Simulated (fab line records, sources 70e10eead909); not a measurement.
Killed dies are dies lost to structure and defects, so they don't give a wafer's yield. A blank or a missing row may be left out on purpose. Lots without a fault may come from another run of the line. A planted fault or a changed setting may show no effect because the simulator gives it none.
fab line records | flow nand_harc
record lots=12 wafers=36 last_day=24
route steps=1159 shown A_M0@1016 A_M1@1050 END@1159
lots that met no fault: from a run of the same line without faults
start_h: hours from the record's first day to the start of the lot's first wafer shown | wait_h: hours since the lot's step before | " the same as in the row above | L1.1+2: a row that stands for several wafers | - no value, or no start given | * or withheld: withheld | < > ~ a bound
route shown NAME@n: a module of which the file shows steps, and the number in the route of the first | usual: mean/standard deviation of fault-free wafers | same: alike in all rows | chamber/n: place in a boat | sites: the reading at each site | _std_site: their standard deviation | _edge_site: outer sites' mean less inner sites' | radius_mm: how far each site lies from the wafer's centre | mask NAME#n: copy n | behind: the tool/chamber that last shaped the wafer | hold: why the lot was held/for how many hours/how that ended | device: the transistor (n, p or np) that didn't switch | end of line: the same wafers' tests at the end of the route | a step without rows: its recipe alone | killed: dies lost to structure and defects at the first sort, not the wafer's yield | map: a wafer's dies, x killed, . not, _ none there
set.NAME: the setting as run; set.NAME@STEP: as run at that earlier step | model.NAME: the simulator's own value behind a step, which no gauge read
steps of the route over a sample of lots; a table a step, a row a wafer
services: from which hour (start_h, from the record's first day; less than 0 if before it) a tool's chamber was out of use, for how many hours, and why
## steps
# step NHARC_A_M0_PVD_21
# recipe target_thk_a=300 chamber_pressure_pa=5 power_w=5000 substrate_temp_c=30 time_s=20.49 material=Cu
# usual throttle_valve_pct=30.3/1.2
# columns lot.wafer tool chamber start_h wait_h throttle_valve_pct
L438.3 pvd_sputter-03 - - - 29.1
L438.4 " - " " 28.6
L438.5 " - " " 31.2
L441.2 pvd_sputter-02 - - - 30.7
L441.4 " - " " 28.9
L441.5 " - " " 30.7
L440.4 pvd_sputter-03 - - - 31.0
L440.3 " - " " 28.7
L440.2 " - " " 31.2
L443.2 pvd_sputter-02 - - - 28.6
L443.1 " - " " 30.9
L443.5 " - " " 28.8
L445.1 pvd_sputter-02 - - - 31.3
L445.2 " - " " 30.4
L445.4 " - " " 28.8
L446.1 pvd_sputter-02 - - - 31.0
L446.4 " - " " 29.0
L446.5 " - " " 30.5
L451.2 pvd_sputter-01 - - - 29.3
L451.4 " - " " 32.9
L451.1 " - " " 30.6
L455.2 pvd_sputter-01 - - - 30.9
L455.1 " - " " 31.4
L455.5 " - " " 29.5
L456.3 pvd_sputter-01 - - - 30.6
L456.2 " - " " 29.5
L456.6 " - " " 29.3
L460.2 pvd_sputter-03 - - - 28.7
L460.4 " - " " 31.4
L460.5 " - " " 30.9
L457.2 pvd_sputter-03 - - - 31.6
L457.1 " - " " 29.7
L457.4 " - " " 31.1
L461.3 pvd_sputter-01 - - - 31.4
L461.4 " - " " 30.0
L461.5 " - " " 31.2
# step NHARC_A_M1_ECD_22
# recipe target_thk_a=4000 bath_temp_c=25 material=Cu
# usual bath_heat_duty_pct=6.6/0.66
# columns lot.wafer tool chamber start_h wait_h bath_heat_duty_pct
L438.4 ecd_cu-02 0 396.12 - 6.7
L438.3 " 1 " " 5.5
L438.5 " 1 " " 5.9
L441.2 ecd_cu-01 1 408.72 - 6.2
L441.4 " 1 " " 6.2
L441.5 " 0 " " 7.4
L440.2 ecd_cu-02 0 419.84 - 6.8
L440.3 " 1 " " 6.1
L440.4 " 0 " " 7.7
L443.1 ecd_cu-02 0 426.06 - 6.9
L443.2 " 1 " " 6.0
L443.5 " 0 " " 6.7
L445.2 ecd_cu-02 0 459.66 - 7.6
L445.1 " 1 " " 7.2
L445.4 " 0 " " 7.1
L446.1 ecd_cu-02 1 462.10 - 6.3
L446.4 " 1 " " 5.6
L446.5 " 1 " " 6.8
L451.2 ecd_cu-02 0 485.79 - 8.3
L451.1 " 1 " " 6.8
L451.4 " 1 " " 6.9
L455.1 ecd_cu-01 0 504.14 - 7.1
L455.2 " 1 " " 5.1
L455.5 " 0 " " 7.1
L456.2 ecd_cu-01 0 516.22 - 6.9
L456.3 " 0 " " 7.2
L456.6 " 1 " " 6.0
L460.2 ecd_cu-01 0 522.04 - 7.3
L460.4 " 0 " " 7.3
L460.5 " 1 " " 5.7
L457.1 ecd_cu-01 0 525.78 - 7.0
L457.2 " 1 " " 6.3
L457.4 " 1 " " 6.9
L461.4 ecd_cu-01 0 539.92 - 7.4
L461.3 " 1 " " 6.7
L461.5 " 1 " " 7.1
# step NHARC_A_M1_CMP_23
# recipe t_overpolish_s=20 target_thk_nm=154.34
# usual motor_current_A=11.9/0.88 time_to_endpoint_s=29.5/2.6
# same t_overpolish_s=20
# columns lot.wafer tool chamber start_h wait_h motor_current_A time_to_endpoint_s
L438.3 cmp-04 1 396.77 - 12.2 27.6
L438.4 " 3 " " 11.0 26.6
L438.5 " 1 " " 11.1 27.2
L441.4 cmp-01 3 409.68 - 11.8 27.7
L441.2 " 1 " " 11.4 29.7
L441.5 " 3 " " 11.6 26.7
L440.3 cmp-04 0 420.52 - 11.7 30.5
L440.4 " 1 " " 11.2 25.3
L440.2 " 2 " " 12.2 26.7
L443.1 cmp-03 2 426.81 - 10.3 32.1
L443.2 " 0 " " 12.1 27.7
L443.5 " 1 " " 13.2 28.7
L445.1 cmp-01 0 460.38 - 12.1 32.6
L445.4 " 2 " " 12.6 30.5
L445.2 " 3 " " 11.6 28.9
L446.1 cmp-01 3 462.85 - 11.9 41.1
L446.4 " 2 " " 13.3 28.9
L446.5 " 3 " " 11.3 42.6
L451.2 cmp-04 1 486.53 - 11.8 27.3
L451.4 " 3 " " 11.9 26.0
L451.1 " 0 " " 11.5 42.6
L455.2 cmp-03 0 504.89 - 12.8 27.0
L455.1 " 1 " " 14.0 31.1
L455.5 " 3 " " 12.9 35.6
L456.3 cmp-04 0 516.89 - 11.5 29.7
L456.2 " 1 " " 11.8 27.3
L456.6 " 1 " " 11.2 30.5
L460.4 cmp-04 2 522.77 - 12.4 26.0
L460.2 " 3 " " 11.2 24.9
L460.5 " 1 " " 11.1 23.3
L457.4 cmp-04 2 526.52 - 11.9 28.2
L457.2 " 3 " " 11.6 26.9
L457.1 " 1 " " 11.3 27.5
L461.4 cmp-01 0 540.55 - 11.6 32.7
L461.3 " 3 " " 11.5 29.1
L461.5 " 1 " " 11.2 29.3
# step NHARC_A_M1_INSPECT_27
# usual raw_defect_count=453/130
# columns lot.wafer tool chamber start_h wait_h raw_defect_count
L438.3 defect_inspect-02 - 397.21 0.0 433
L438.4 " - " " 686
L438.5 " - " " 764
L441.2 defect_inspect-02 - 410.16 0.0 608
L441.4 " - " " 859
L441.5 " - " " 578
L440.2 defect_inspect-01 - 420.99 0.0 632
L440.3 " - " " 455
L440.4 " - " " 471
L443.1 defect_inspect-01 - 427.27 0.0 381
L443.2 " - " " 391
L443.5 " - " " 487
L445.1 defect_inspect-01 - 460.86 0.0 345
L445.2 " - " " 335
L445.4 " - " " 431
L446.1 defect_inspect-01 - 463.32 0.0 447
L446.4 " - " " 416
L446.5 " - " " 344
L451.1 defect_inspect-02 - 487.00 0.0 328
L451.2 " - " " 278
L451.4 " - " " 492
L455.1 defect_inspect-01 - 505.33 0.0 595
L455.2 " - " " 520
L455.5 " - " " 443
L456.2 defect_inspect-01 - 517.37 0.0 663
L456.3 " - " " 752
L456.6 " - " " 414
L460.2 defect_inspect-01 - 523.19 0.0 437
L460.4 " - " " 320
L460.5 " - " " 356
L457.1 defect_inspect-02 - 526.99 0.0 597
L457.2 " - " " 285
L457.4 " - " " 379
L461.3 defect_inspect-01 - 541.02 0.0 557
L461.4 " - " " 399
L461.5 " - " " 509
# step NHARC_A_M1_PRE_CLEAN_32
# recipe time_s=12 temp_c=370 rf_power_w=300 gas=NH3
# usual heater_power_w=620/66 rf_fwd_power_W=292.5/0.84
# columns lot.wafer tool chamber start_h wait_h heater_power_w rf_fwd_power_W
L438.3 pecvd-01 1 397.30 0.1 688 292.3
L438.4 " 0 " " 634 293.5
L438.5 " 1 " " 680 292.7
L441.2 pecvd-01 1 410.25 0.1 682 291.7
L441.5 " 2 " " 765 293.5
L441.4 " 0 " " 615 291.9
L440.3 pecvd-03 2 421.55 0.6 538 292.0
L440.2 " 1 " " 612 292.6
L440.4 " 0 " " 605 292.6
L443.2 pecvd-03 2 427.33 0.1 523 292.1
L443.1 " 1 " " 661 292.0
L443.5 " 1 " " 647 291.7
L445.1 pecvd-03 0 460.93 0.1 578 293.2
L445.2 " 2 " " 527 292.6
L445.4 " 2 " " 523 291.4
L446.1 pecvd-01 2 463.40 0.1 802 292.6
L446.4 " 2 " " 791 292.4
L446.5 " 0 " " 649 293.8
L451.2 pecvd-04 1 487.07 0.1 632 293.8
L451.1 " 2 " " 562 292.4
L451.4 " 0 " " 588 291.3
L455.2 pecvd-04 1 505.40 0.1 542 291.7
L455.1 " 2 " " 633 293.6
L455.5 " 2 " " 608 293.6
L456.2 pecvd-01 1 517.44 0.1 636 293.7
L456.3 " 2 " " 775 290.6
L456.6 " 0 " " 602 292.3
L460.2 pecvd-01 2 523.27 0.1 702 292.8
L460.5 " 2 " " 680 292.1
L460.4 " 0 " " 612 291.4
L457.1 pecvd-01 2 527.33 0.3 728 293.8
L457.2 " 1 " " 676 292.8
L457.4 " 0 " " 615 293.1
L461.3 pecvd-04 2 541.09 0.1 608 293.0
L461.5 " 2 " " 632 292.2
L461.4 " 0 " " 539 291.6
# step NHARC_END_SORT_01
# recipe temp_c=25
# usual defect_limited_yield=95.4/1.5 killed_at_array=27/9.9 killed_at_other=0.6/0.84 killed_at_periphery=3.7/2.5 killed_dies=31/9.9 killed_open=3.0/1.6 killed_short=1.9/1.2 sort_bin_2_pct=1.5/0.6 sort_bin_3_pct=0.26/0.21 sort_bin_4_pct=2.9/0.98 sort_n_pass=646/9.9 sort_rim_yield_pct=96.3/2.4 sort_yield_pct=95.4/1.5
# same gross_dies=677 sort_bin_5_pct[%]=0 sort_bin_6_pct[%]=0 sort_bin_7_pct[%]=0 sort_bin_8_pct[%]=0 sort_rim_n_gross=106.00
# columns lot.wafer tool chamber start_h wait_h defect_limited_yield[%] killed_at_array killed_at_other killed_at_periphery killed_dies killed_open killed_short sort_bin_2_pct[%] sort_bin_3_pct[%] sort_bin_4_pct[%] sort_n_pass sort_rim_yield_pct[%] sort_yield_pct[%]
L457.1 prober-02 0 566.17 2.5 94.2 37 1 1 39 1 0 1.8 0.30 3.7 638 97.2 94.2
L457.2 prober-02 0 566.97 2.8 95.1 30 1 2 33 1 3 1.9 0.44 2.5 644 99.1 95.1
L457.4 prober-02 0 568.56 3.4 92.5 41 1 9 51 4 2 2.5 0.74 4.3 626 98.1 92.5
# killed by level:class
L457.1 A_SLIT:chamber_film_flake=16 A_STAIRCASE:chamber_film_flake=7 A_WL_FILL:chamber_film_flake=4 A_CONTACT:chamber_film_flake=4 A_CHANNEL_HOLE_D1:chamber_film_flake=3 A_CHANNEL_FILL_D1:chamber_film_flake=2 A_SLIT:geometric_particle:open=1 P_STI:chamber_film_flake=1
L457.2 A_SLIT:chamber_film_flake=14 A_CHANNEL_HOLE_D1:chamber_film_flake=7 P_STI:chamber_film_flake=2 A_STAIRCASE:chamber_film_flake=2 A_WL_FILL:chamber_film_flake=2 A_SGD_CUT:geometric_particle:short=1 A_WL_FILL:geometric_particle:short=1 A_CONTACT:geometric_particle:open=1
L457.4 A_SLIT:chamber_film_flake=17 A_CHANNEL_HOLE_D1:chamber_film_flake=7 A_STAIRCASE:chamber_film_flake=6 A_CONTACT:chamber_film_flake=5 P_STI:chamber_film_flake=4 A_M1:geometric_particle:open=2 A_WL_FILL:chamber_film_flake=2 P_STI:geometric_particle:short=1
## services
# columns tool chamber start_h hours kind
pecvd-04 - 372.34 0.7 repair
pecvd-01 0 372.73 8.4 repair
cmp-01 - 375.61 4.0 pm
pecvd-04 - 376.42 13.0 pm
pvd_sputter-01 - 376.65 2.5 repair
ecd_cu-02 - 377.07 1.6 repair
pvd_sputter-01 - 391.63 3.1 repair
pvd_sputter-02 - 392.12 10.0 pm
pecvd-04 0 398.42 2.6 repair
cmp-04 - 399.00 4.0 pm
cmp-01 - 410.16 4.3 repair
pecvd-01 - 418.00 13.0 pm
cmp-01 - 435.86 0.5 repair
ecd_cu-02 - 446.16 3.1 repair
ecd_cu-01 - 448.75 8.0 pm
pvd_sputter-01 - 453.74 3.7 repair
pecvd-01 - 454.81 1.0 repair
pvd_sputter-03 - 458.00 10.0 pm
cmp-04 - 463.06 1.6 repair
cmp-01 - 473.63 4.0 pm
cmp-01 - 480.07 0.4 repair
cmp-04 - 497.00 4.0 pm
pvd_sputter-01 - 514.06 10.0 pm
ecd_cu-02 - 536.69 8.0 pm
## key
first_sign step=NHARC_A_M1_CMP_23 reading=time_to_endpoint_s direction=up sigmas=4.9 usual=* struck=*
effect none on later readings
met_at NHARC_A_M1_ECD_22
struck_lots L446,L451
struck_wafers L446.1,L446.5,L451.1
not_acting_at NHARC_A_M0_PVD_21,NHARC_A_M1_INSPECT_27,NHARC_A_M1_PRE_CLEAN_32
onset_between 459.66 462.10
fault kind=process_parameter_drift tool=ecd_cu-02 chamber=- onset_h=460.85 steps=NHARC_A_M1_ECD_22 channel=target_thk_a offset=* shape=step end_h=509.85 scope=struck_wafers_only acts_in=* stated=*
